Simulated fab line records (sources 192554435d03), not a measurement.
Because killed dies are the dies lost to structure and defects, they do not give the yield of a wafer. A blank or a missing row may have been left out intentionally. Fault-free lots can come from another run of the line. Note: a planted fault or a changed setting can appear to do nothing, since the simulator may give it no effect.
What tool caused it? | flow n5-finfet | Sampling: 24 lots, 72 wafers, 6 of 1938 route steps

== WHAT THE GAUGES SHOWED, per wafer ==
The record lacks any reading of a measuring or inspecting step that a usual standard deviation could be used to judge.

== WHICH TOOL RAN EACH LOT (tool, then ch and the chambers of the sampled wafers, then the start) ==
lot  | N5_BEOL_M4_ETCH_63                 | N5_BEOL_M4_DESCUM_33               | N5_BEOL_M4_STRIP_36                | N5_BEOL_M4_ANNEAL_82         | N5_BEOL_M4_ANNEAL_87         | N5_BEOL_M4_PRE_CLEAN_60
L074 | rie-diel-02 ch 1,2, day 7 11:13    | rie-diel-05 ch 2,3, day 7 12:14    | rie-diel-06 ch 2,3, day 7 17:19    | pvd-sputter-01, day 7 18:58  | pvd-sputter-01, day 7 19:11  | cvd-co-02 ch 0,1,2, day 7 21:01
L075 | rie-diel-02 ch 0,1,3, day 7 11:28  | rie-diel-05 ch 0,1,2, day 7 12:28  | rie-diel-06 ch 0,2, day 7 17:41    | pvd-sputter-03, day 7 19:29  | pvd-sputter-03, day 7 19:43  | cvd-co-01 ch 0,1, day 7 21:46
L076 | rie-diel-06 ch 2,3, day 8 02:18    | rie-diel-06 ch 0,1,2, day 8 03:26  | rie-diel-06 ch 0,2,3, day 8 07:26  | pvd-sputter-01, day 8 09:19  | pvd-sputter-01, day 8 09:32  | cvd-co-02 ch 0,1, day 8 11:25
L077 | rie-diel-06 ch 2,3, day 8 03:16    | rie-diel-05 ch 0,1, day 8 05:08    | rie-diel-05 ch 1,2, day 8 10:27    | pvd-sputter-01, day 8 12:09  | pvd-sputter-01, day 8 12:22  | cvd-co-02 ch 1,2, day 8 14:13
L078 | rie-diel-06 ch 0,2, day 8 17:50    | rie-diel-06 ch 1,2,3, day 8 18:45  | rie-diel-05 ch 0,1,3, day 8 19:37  | pvd-sputter-03, day 8 22:37  | pvd-sputter-03, day 8 22:50  | cvd-co-01 ch 1,2, day 9 00:41
L080 | rie-diel-05 ch 0,2,3, day 8 20:37  | rie-diel-05 ch 0,1,3, day 8 21:28  | rie-diel-02 ch 0,1,2, day 8 23:52  | pvd-sputter-01, day 9 01:52  | pvd-sputter-01, day 9 02:05  | cvd-co-01 ch 0,1,2, day 9 04:09
L079 | rie-diel-05 ch 1,2,3, day 9 00:12  | rie-diel-02 ch 0,2,3, day 9 01:17  | rie-diel-02 ch 0,1,3, day 9 03:05  | pvd-sputter-01, day 9 05:23  | pvd-sputter-01, day 9 05:36  | cvd-co-01 ch 1,2, day 9 07:27
L081 | rie-diel-02 ch 2,3, day 9 07:33    | rie-diel-06 ch 0,1,2, day 9 08:35  | rie-diel-06 ch 0,3, day 9 09:05    | pvd-sputter-02, day 9 10:56  | pvd-sputter-02, day 9 11:09  | cvd-co-02 ch 0,1,2, day 9 12:59
L082 | rie-diel-02 ch 0,2,3, day 9 09:56  | rie-diel-05 ch 0,1,3, day 9 10:53  | rie-diel-02 ch 0,1,3, day 9 12:28  | pvd-sputter-03, day 9 14:42  | pvd-sputter-03, day 9 14:55  | cvd-co-02 ch 0,1,2, day 9 16:46
L083 | rie-diel-06 ch 0,1, day 9 19:26    | rie-diel-06 ch 1,2, day 9 20:16    | rie-diel-05 ch 1,3, day 10 02:01   | pvd-sputter-01, day 10 04:16 | pvd-sputter-01, day 10 04:29 | cvd-co-02 ch 0,2, day 10 06:20
L084 | rie-diel-05 ch 1,2,3, day 10 08:11 | rie-diel-05 ch 0,2, day 10 09:11   | rie-diel-05 ch 0,3, day 10 09:56   | pvd-sputter-02, day 10 11:40 | pvd-sputter-02, day 10 11:53 | cvd-co-02 ch 0,2, day 10 14:06
L086 | rie-diel-02 ch 2,3, day 10 10:05   | rie-diel-06 ch 0,2, day 10 11:11   | rie-diel-02 ch 0,1,3, day 10 12:36 | pvd-sputter-02, day 10 15:06 | pvd-sputter-02, day 10 15:19 | cvd-co-02 ch 0,1,2, day 10 17:14
L085 | rie-diel-02 ch 0,1,3, day 10 14:29 | rie-diel-06 ch 1,2,3, day 10 15:36 | rie-diel-06 ch 1,3, day 10 16:20   | pvd-sputter-01, day 10 18:00 | pvd-sputter-01, day 10 18:13 | cvd-co-01 ch 0,2, day 10 20:04
L087 | rie-diel-05 ch 1,2, day 10 20:33   | rie-diel-02 ch 1,3, day 10 21:34   | rie-diel-06 ch 0,1,3, day 11 02:02 | pvd-sputter-02, day 11 04:14 | pvd-sputter-02, day 11 04:28 | cvd-co-01 ch 0,2, day 11 06:19
L088 | rie-diel-05 ch 0,3, day 11 00:17   | rie-diel-02 ch 0,1,2, day 11 01:16 | rie-diel-02 ch 0,1,3, day 11 10:22 | pvd-sputter-03, day 11 11:53 | pvd-sputter-03, day 11 12:07 | cvd-co-01 ch 1,2, day 11 13:58
L089 | rie-diel-06 ch 2,3, day 11 02:58   | rie-diel-02 ch 1,2,3, day 11 04:06 | rie-diel-05 ch 0,1, day 11 13:03   | pvd-sputter-03, day 11 14:59 | pvd-sputter-03, day 11 15:13 | cvd-co-02 ch 0,2, day 11 17:04
L090 | rie-diel-06 ch 2,3, day 11 11:14   | rie-diel-06 ch 0,1,3, day 11 12:26 | rie-diel-06 ch 0,1,2, day 11 13:34 | pvd-sputter-02, day 11 15:16 | pvd-sputter-02, day 11 15:29 | cvd-co-02 ch 0,2, day 11 17:20
L091 | rie-diel-05 ch 0,2, day 11 23:49   | rie-diel-02 ch 0,2,3, day 12 00:39 | rie-diel-02 ch 0,2, day 12 05:19   | pvd-sputter-02, day 12 07:19 | pvd-sputter-02, day 12 07:32 | cvd-co-01 ch 1,2, day 12 09:31
L092 | rie-diel-06 ch 0,1,2, day 12 01:05 | rie-diel-05 ch 0,1,3, day 12 01:55 | rie-diel-02 ch 0,2,3, day 12 08:47 | pvd-sputter-03, day 12 10:35 | pvd-sputter-03, day 12 10:48 | cvd-co-02 ch 0,1,2, day 12 12:46
L093 | rie-diel-06 ch 0,1, day 12 06:23   | rie-diel-05 ch 0,1,2, day 12 07:12 | rie-diel-02 ch 0,2,3, day 12 11:42 | pvd-sputter-02, day 12 14:09 | pvd-sputter-02, day 12 14:22 | cvd-co-02 ch 0,1, day 12 16:29
L094 | rie-diel-06 ch 0,1,3, day 12 12:44 | rie-diel-06 ch 0,2,3, day 12 13:33 | rie-diel-05 ch 0,1,2, day 12 15:08 | pvd-sputter-01, day 12 16:55 | pvd-sputter-01, day 12 17:08 | cvd-co-01 ch 0,1,2, day 12 19:05
L095 | rie-diel-02 ch 0,2,3, day 12 16:05 | rie-diel-05 ch 0,1,3, day 12 16:54 | rie-diel-02 ch 0,1,3, day 12 20:20 | pvd-sputter-01, day 12 22:27 | pvd-sputter-01, day 12 22:40 | cvd-co-02 ch 0,1,2, day 13 00:31
L096 | rie-diel-02 ch 0,1,3, day 13 00:55 | rie-diel-02 ch 0,1, day 13 01:44   | rie-diel-02 ch 0,1,2, day 13 07:33 | pvd-sputter-01, day 13 10:07 | pvd-sputter-01, day 13 10:20 | cvd-co-02 ch 0,1, day 13 12:11
L097 | rie-diel-06 ch 0,1,2, day 13 00:59 | rie-diel-02 ch 1,2, day 13 01:51   | rie-diel-02 ch 0,1, day 13 11:31   | pvd-sputter-02, day 13 13:25 | pvd-sputter-02, day 13 13:38 | cvd-co-01 ch 0,1,2, day 13 15:29
- N5_BEOL_M4_ETCH_63: etches SiARC in CF4, target depth 15.6 nm, time 26 s.
- N5_BEOL_M4_DESCUM_33: chemistry O2, time 7 s.
- N5_BEOL_M4_STRIP_36: strips in N2/H2.
- N5_BEOL_M4_ANNEAL_82: time 240 s.
- N5_BEOL_M4_ANNEAL_87: time 240 s.
- N5_BEOL_M4_PRE_CLEAN_60: time 15 s.

== AS READ BY THE TOOLS THEMSELVES (means over the sampled wafers that have a number; for cases with no such wafer, the mark the record gives instead) ==
N5_BEOL_M4_ETCH_63. Usual: drypump-motor-current-A 5.7 A, standard deviation 0.48; etch-rf-on-time-s 25.9 s, standard deviation 0.42; oes-product-au 0.65 a.u., standard deviation 0.051; rf-vpp-V 184.3 V, standard deviation 1.1; showerhead-plenum-p-Torr 2.16 Torr, standard deviation 0.041; throttle-valve-pct 15.72 %, standard deviation 0.24.
lot  | tool        | drypump-motor-current-A (A) | etch-rf-on-time-s (s) | oes-product-au (a.u.) | rf-vpp-V (V) | showerhead-plenum-p-Torr (Torr) | throttle-valve-pct (%) | flag
L074 | rie-diel-02 | 5.5                         | 26.3                  | 0.61                  | 183.5        | 2.13                            | 15.86                  |
L075 | rie-diel-02 | 6.2                         | 25.8                  | 0.67                  | 185.0        | 2.17                            | 15.64                  |
L076 | rie-diel-06 | 5.6                         | 25.9                  | 0.69                  | 184.4        | 2.17                            | 15.63                  |
L077 | rie-diel-06 | 5.6                         | 25.7                  | 0.70                  | 184.1        | 2.17                            | 15.64                  |
L078 | rie-diel-06 | 6.1                         | 26.4                  | 0.62                  | 183.2        | 2.13                            | 15.82                  |
L080 | rie-diel-05 | 5.3                         | 25.9                  | 0.66                  | 184.3        | 2.20                            | 15.55                  |
L079 | rie-diel-05 | 5.5                         | 26.0                  | 0.67                  | 185.5        | 2.21                            | 15.51                  |
L081 | rie-diel-02 | 5.3                         | 26.1                  | 0.63                  | 183.4        | 2.14                            | 16.03                  |
L082 | rie-diel-02 | 5.8                         | 25.9                  | 0.67                  | 184.5        | 2.18                            | 15.85                  |
L083 | rie-diel-06 | 5.9                         | 25.6                  | 0.59                  | 185.0        | 2.17                            | 15.86                  |
L084 | rie-diel-05 | 5.5                         | 26.2                  | 0.66                  | 185.4        | 2.20                            | 15.52                  |
L086 | rie-diel-02 | 5.6                         | 25.8                  | 0.63                  | 184.6        | 2.15                            | 16.00                  |
L085 | rie-diel-02 | 6.2                         | 25.6                  | 0.65                  | 184.3        | 2.16                            | 15.68                  |
L087 | rie-diel-05 | 5.3                         | 26.1                  | 0.63                  | 184.4        | 2.19                            | 15.54                  |
L088 | rie-diel-05 | 5.5                         | 25.6                  | 0.68                  | 185.3        | 2.21                            | 15.59                  |
L089 | rie-diel-06 | 5.6                         | 25.9                  | 0.67                  | 184.3        | 2.16                            | 15.68                  |
L090 | rie-diel-06 | 5.6                         | 26.1                  | 0.66                  | 184.3        | 2.15                            | 15.64                  |
L091 | rie-diel-05 | 5.1                         | 25.8                  | 0.62                  | 185.0        | 2.18                            | 15.62                  |
L092 | rie-diel-06 | 5.9                         | 26.1                  | 0.60                  | 185.0        | 2.15                            | 15.83                  |
L093 | rie-diel-06 | 6.2                         | 25.8                  | 0.59                  | 185.0        | 2.14                            | 15.97                  |
L094 | rie-diel-06 | 5.9                         | 25.8                  | 0.61                  | 183.7        | 2.15                            | 15.88                  |
L095 | rie-diel-02 | 5.8                         | 25.9                  | 0.64                  | 183.7        | 2.17                            | 15.90                  |
L096 | rie-diel-02 | 6.2                         | 25.8                  | 0.71                  | 184.2        | 2.16                            | 15.56                  |
L097 | rie-diel-06 | 5.9                         | 25.9                  | 0.60                  | 183.5        | 2.15                            | 15.83                  |

N5_BEOL_M4_DESCUM_33. Usual: drypump-motor-current-A 5.8 A, standard deviation 0.49; oes-product-au 0.76 a.u., standard deviation 0.063; rf-vpp-V 243.7 V, standard deviation 1; showerhead-plenum-p-Torr 2.13 Torr, standard deviation 0.051; temp-c 39.99 C, standard deviation 0.1; throttle-valve-pct 20.56 %, standard deviation 0.28.
lot  | tool        | drypump-motor-current-A (A) | oes-product-au (a.u.) | rf-vpp-V (V) | showerhead-plenum-p-Torr (Torr) | temp-c (C) | throttle-valve-pct (%) | flag
L074 | rie-diel-05 | 5.3                         | 0.80                  | 244.7        | 2.21                            | 40.00      | 20.29                  |
L075 | rie-diel-05 | 5.5                         | 0.80                  | 243.5        | 2.14                            | 40.00      | 20.48                  |
L076 | rie-diel-06 | 5.9                         | 0.73                  | 243.1        | 2.11                            | 40.03      | 20.58                  |
L077 | rie-diel-05 | 5.7                         | 0.81                  | 243.1        | 2.11                            | 39.96      | 20.67                  |
L078 | rie-diel-06 | 5.6                         | 0.77                  | 243.3        | 2.13                            | 40.00      | 20.50                  |
L080 | rie-diel-05 | 5.7                         | 0.81                  | 243.4        | 2.15                            | 40.04      | 20.58                  |
L079 | rie-diel-02 | 5.8                         | 0.77                  | 244.4        | 2.13                            | 39.98      | 20.69                  |
L081 | rie-diel-06 | 5.9                         | 0.72                  | 243.5        | 2.11                            | 39.99      | 20.60                  |
L082 | rie-diel-05 | 5.7                         | 0.80                  | 244.4        | 2.15                            | 39.96      | 20.59                  |
L083 | rie-diel-06 | 5.6                         | 0.71                  | 244.0        | 2.14                            | 39.86      | 20.52                  |
L084 | rie-diel-05 | 5.1                         | 0.74                  | 244.1        | 2.15                            | 39.92      | 20.37                  |
L086 | rie-diel-06 | 6.1                         | 0.72                  | 242.6        | 2.08                            | 39.98      | 20.71                  |
L085 | rie-diel-06 | 5.6                         | 0.75                  | 243.4        | 2.12                            | 39.98      | 20.53                  |
L087 | rie-diel-02 | 6.0                         | 0.72                  | 243.8        | 2.08                            | 39.97      | 20.59                  |
L088 | rie-diel-02 | 6.0                         | 0.74                  | 244.4        | 2.11                            | 40.00      | 20.53                  |
L089 | rie-diel-02 | 5.7                         | 0.71                  | 243.1        | 2.08                            | 39.97      | 20.67                  |
L090 | rie-diel-06 | 5.9                         | 0.73                  | 243.1        | 2.11                            | 39.92      | 20.74                  |
L091 | rie-diel-02 | 5.8                         | 0.75                  | 243.8        | 2.13                            | 40.01      | 20.73                  |
L092 | rie-diel-05 | 5.7                         | 0.78                  | 244.8        | 2.14                            | 40.00      | 20.62                  |
L093 | rie-diel-05 | 5.5                         | 0.75                  | 242.6        | 2.12                            | 40.08      | 20.54                  |
L094 | rie-diel-06 | 5.9                         | 0.74                  | 243.3        | 2.09                            | 39.84      | 20.64                  |
L095 | rie-diel-05 | 5.7                         | 0.78                  | 244.0        | 2.14                            | 39.94      | 20.64                  |
L096 | rie-diel-02 | 6.5                         | 0.87                  | 244.4        | 2.13                            | 40.01      | 20.20                  |
L097 | rie-diel-02 | 5.5                         | 0.78                  | 242.6        | 2.07                            | 40.09      | 20.61                  |

N5_BEOL_M4_STRIP_36. Usual: drypump-motor-current-A is 5.9 A with standard deviation 0.5, h2-flow-sccm is 199.9 sccm with standard deviation 0.54, oes-product-au is 0.77 a.u. with standard deviation 0.071, rf-vpp-V is 59.2 V with standard deviation 1.5, showerhead-plenum-p-Torr is 2.57 Torr with standard deviation 0.064, temp-c is 40.00 C with standard deviation 0.11, and throttle-valve-pct is 23.77 % with standard deviation 0.3.
lot  | tool        | drypump-motor-current-A (A) | h2-flow-sccm (sccm) | oes-product-au (a.u.) | rf-vpp-V (V) | showerhead-plenum-p-Torr (Torr) | temp-c (C) | throttle-valve-pct (%) | flag
L074 | rie-diel-06 | 5.6                         | 199.5               | 0.80                  | 58.8         | 2.56                            | 40.05      | 23.65                  |
L075 | rie-diel-06 | 6.1                         | 199.6               | 0.73                  | 58.3         | 2.53                            | 40.12      | 24.04                  |
L076 | rie-diel-06 | 5.9                         | 199.9               | 0.77                  | 57.8         | 2.54                            | 40.14      | 23.89                  |
L077 | rie-diel-05 | 5.8                         | 200.1               | 0.80                  | 60.2         | 2.59                            | 39.90      | 23.79                  |
L078 | rie-diel-05 | 5.7                         | 200.0               | 0.82                  | 58.7         | 2.59                            | 39.97      | 23.66                  |
L080 | rie-diel-02 | 6.0                         | 200.3               | 0.76                  | 59.3         | 2.58                            | 40.02      | 23.78                  |
L079 | rie-diel-02 | 6.2                         | 199.5               | 0.76                  | 59.0         | 2.59                            | 40.00      | 23.80                  |
L081 | rie-diel-06 | 5.9                         | 200.2               | 0.78                  | 60.2         | 2.54                            | 40.07      | 23.97                  |
L082 | rie-diel-02 | 6.2                         | 199.6               | 0.77                  | 59.6         | 2.59                            | 40.08      | 23.79                  |
L083 | rie-diel-05 | 6.0                         | 199.9               | 0.81                  | 59.5         | 2.59                            | 39.93      | 23.82                  |
L084 | rie-diel-05 | 5.5                         | 200.1               | 0.77                  | 59.0         | 2.57                            | 39.93      | 23.54                  |
L086 | rie-diel-02 | 6.2                         | 199.9               | 0.76                  | 60.6         | 2.58                            | 40.18      | 23.83                  |
L085 | rie-diel-06 | 5.7                         | 200.3               | 0.76                  | 59.6         | 2.57                            | 39.86      | 23.73                  |
L087 | rie-diel-06 | 5.9                         | 199.8               | 0.72                  | 57.8         | 2.55                            | 40.14      | 23.87                  |
L088 | rie-diel-02 | 6.2                         | 200.1               | 0.75                  | 58.5         | 2.58                            | 40.03      | 23.83                  |
L089 | rie-diel-05 | 5.7                         | 199.6               | 0.76                  | 58.4         | 2.54                            | 39.98      | 23.72                  |
L090 | rie-diel-06 | 5.9                         | 200.1               | 0.70                  | 59.8         | 2.55                            | 39.92      | 23.81                  |
L091 | rie-diel-02 | 6.0                         | 200.2               | 0.77                  | 58.7         | 2.63                            | 39.98      | 23.92                  |
L092 | rie-diel-02 | 5.8                         | 200.4               | 0.75                  | 60.3         | 2.58                            | 40.01      | 23.96                  |
L093 | rie-diel-02 | 5.9                         | 200.1               | 0.75                  | 59.4         | 2.58                            | 39.94      | 23.97                  |
L094 | rie-diel-05 | 5.5                         | 200.0               | 0.75                  | 59.4         | 2.56                            | 39.90      | 23.71                  |
L095 | rie-diel-02 | 6.2                         | 199.7               | 0.83                  | 60.0         | 2.57                            | 39.84      | 23.68                  |
L096 | rie-diel-02 | 6.0                         | 200.0               | 0.81                  | 58.1         | 2.56                            | 40.04      | 23.65                  |
L097 | rie-diel-02 | 6.4                         | 200.0               | 0.86                  | 58.0         | 2.63                            | 40.02      | 23.64                  |

N5_BEOL_M4_ANNEAL_82. Usual: heater-power-w reads 791 W (standard deviation 55).
lot  | tool           | heater-power-w (W) | flag
L074 | pvd-sputter-01 | 809                |
L075 | pvd-sputter-03 | 851                |
L076 | pvd-sputter-01 | 795                |
L077 | pvd-sputter-01 | 781                |
L078 | pvd-sputter-03 | 749                |
L080 | pvd-sputter-01 | 798                |
L079 | pvd-sputter-01 | 778                |
L081 | pvd-sputter-02 | 776                |
L082 | pvd-sputter-03 | 801                |
L083 | pvd-sputter-01 | 810                |
L084 | pvd-sputter-02 | 772                |
L086 | pvd-sputter-02 | 757                |
L085 | pvd-sputter-01 | 821                |
L087 | pvd-sputter-02 | 771                |
L088 | pvd-sputter-03 | 769                |
L089 | pvd-sputter-03 | 872                |
L090 | pvd-sputter-02 | 784                |
L091 | pvd-sputter-02 | 755                |
L092 | pvd-sputter-03 | 836                |
L093 | pvd-sputter-02 | 747                |
L094 | pvd-sputter-01 | 792                |
L095 | pvd-sputter-01 | 822                |
L096 | pvd-sputter-01 | 824                |
L097 | pvd-sputter-02 | 802                |

N5_BEOL_M4_ANNEAL_87. Usual: heater-power-w reads 791 W (standard deviation 55).
lot  | tool           | heater-power-w (W) | flag
L074 | pvd-sputter-01 | 815                |
L075 | pvd-sputter-03 | 840                |
L076 | pvd-sputter-01 | 820                |
L077 | pvd-sputter-01 | 787                |
L078 | pvd-sputter-03 | 744                |
L080 | pvd-sputter-01 | 803                |
L079 | pvd-sputter-01 | 795                |
L081 | pvd-sputter-02 | 759                |
L082 | pvd-sputter-03 | 799                |
L083 | pvd-sputter-01 | 794                |
L084 | pvd-sputter-02 | 769                |
L086 | pvd-sputter-02 | 770                |
L085 | pvd-sputter-01 | 814                |
L087 | pvd-sputter-02 | 761                |
L088 | pvd-sputter-03 | 764                |
L089 | pvd-sputter-03 | 878                |
L090 | pvd-sputter-02 | 786                |
L091 | pvd-sputter-02 | 748                |
L092 | pvd-sputter-03 | 835                |
L093 | pvd-sputter-02 | 747                |
L094 | pvd-sputter-01 | 817                |
L095 | pvd-sputter-01 | 812                |
L096 | pvd-sputter-01 | 818                |
L097 | pvd-sputter-02 | 807                |

N5_BEOL_M4_PRE_CLEAN_60. Usual: heater-power-w reads 87 W (standard deviation 17).
lot  | tool      | heater-power-w (W) | flag
L074 | cvd-co-02 | 85                 |
L075 | cvd-co-01 | 95                 |
L076 | cvd-co-02 | 96                 |
L077 | cvd-co-02 | 82                 |
L078 | cvd-co-01 | 95                 |
L080 | cvd-co-01 | 86                 |
L079 | cvd-co-01 | 101                |
L081 | cvd-co-02 | 86                 |
L082 | cvd-co-02 | 86                 |
L083 | cvd-co-02 | 76                 |
L084 | cvd-co-02 | 90                 |
L086 | cvd-co-02 | 86                 |
L085 | cvd-co-01 | 74                 |
L087 | cvd-co-01 | 75                 |
L088 | cvd-co-01 | 95                 |
L089 | cvd-co-02 | 90                 |
L090 | cvd-co-02 | 88                 |
L091 | cvd-co-01 | 102                |
L092 | cvd-co-02 | 86                 |
L093 | cvd-co-02 | 94                 |
L094 | cvd-co-01 | 90                 |
L095 | cvd-co-02 | 85                 |
L096 | cvd-co-02 | 94                 |
L097 | cvd-co-01 | 89                 |

== THE ANSWER, worked out from the rows above alone ==
Rule: a lot is off if the mean of its wafers that have a number lies more than 3 standard deviations from the usual mean. A lot without any number at a reading at which 4 lots or more have one is off too. The other lots that the step has rows for count as sound. After the gauges, taken in route order, come the tools' own readings; for these a lot's mean is taken, as printed above. At the first step where some lot is off, the reading lying furthest off is the one used; lots without a number count as furthest.
None of the lots is off at any reading shown; this tells nothing.

== WHAT THE SIMULATOR HAD INSERTED ==
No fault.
